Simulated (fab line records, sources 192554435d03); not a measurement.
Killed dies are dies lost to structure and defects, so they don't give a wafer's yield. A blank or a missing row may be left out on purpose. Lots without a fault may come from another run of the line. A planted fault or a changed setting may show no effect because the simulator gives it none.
Chamber matching | flow n5_finfet | N5_MOL_CONTACT_COAG_CO_FILL_22 on cvd_co-02: 3 sister chambers
The step material Co, precursor CCTBA/H2, target thk 20 nm. 16 wafers are shown with their chamber, then 8 later ones without.

WAFERS WITH THEIR CHAMBER
wafer  | chamber | heater_power_w (W)
L894.3 | 0       | 237
L894.5 | 0       | 232
L894.6 | 2       | 237
L896.2 | 1       | 222
L896.3 | 2       | 241
L896.4 | 2       | 240
L900.1 | 0       | 236
L900.5 | 0       | 234
L900.6 | 2       | 235
L902.2 | 2       | 239
L902.5 | 2       | 244
L902.6 | 1       | 224
L903.1 | 1       | 224
L903.3 | 2       | 240
L903.4 | 0       | 235
L904.1 | 0       | 233

SIGNATURES (means of the wafers above)
reading        | chamber 0 | chamber 1 | chamber 2 | scatter within a chamber
heater_power_w | 234.50    | 223.33    | 239.43    | 2.32
Rule: a wafer's distance from a chamber is the root of the sum, over the readings, of the square of ((its reading less the chamber's mean) divided by the reading's scatter). The wafer belongs to the nearest chamber; if the next one is less than 2 further off, it can't be placed. The scatter: the root of (the sum of the squares of (reading less its chamber's mean) over the shown wafers, divided by (wafers less chambers)).

WAFERS WITHOUT THEIR CHAMBER
wafer  | heater_power_w (W)
L904.2 | 225
L904.6 | 243
L907.3 | 240
L907.4 | 236
L907.5 | 223
L908.1 | 237
L908.2 | 223
L908.6 | 243

WHICH CHAMBER EACH WENT THROUGH
wafer  | from the rows above     | in truth
L904.2 | 1                       | 1
L904.6 | 2                       | 2
L907.3 | 2                       | 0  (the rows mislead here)
L907.4 | can't be placed: 0 or 2 | 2
L907.5 | 1                       | 1
L908.1 | can't be placed: 2 or 0 | 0
L908.2 | 1                       | 1
L908.6 | 2                       | 2
Placed correctly: 5 of 8. Can't be placed from these rows: 2 (the true chamber is among the candidates in 2). Placed wrongly: 1.
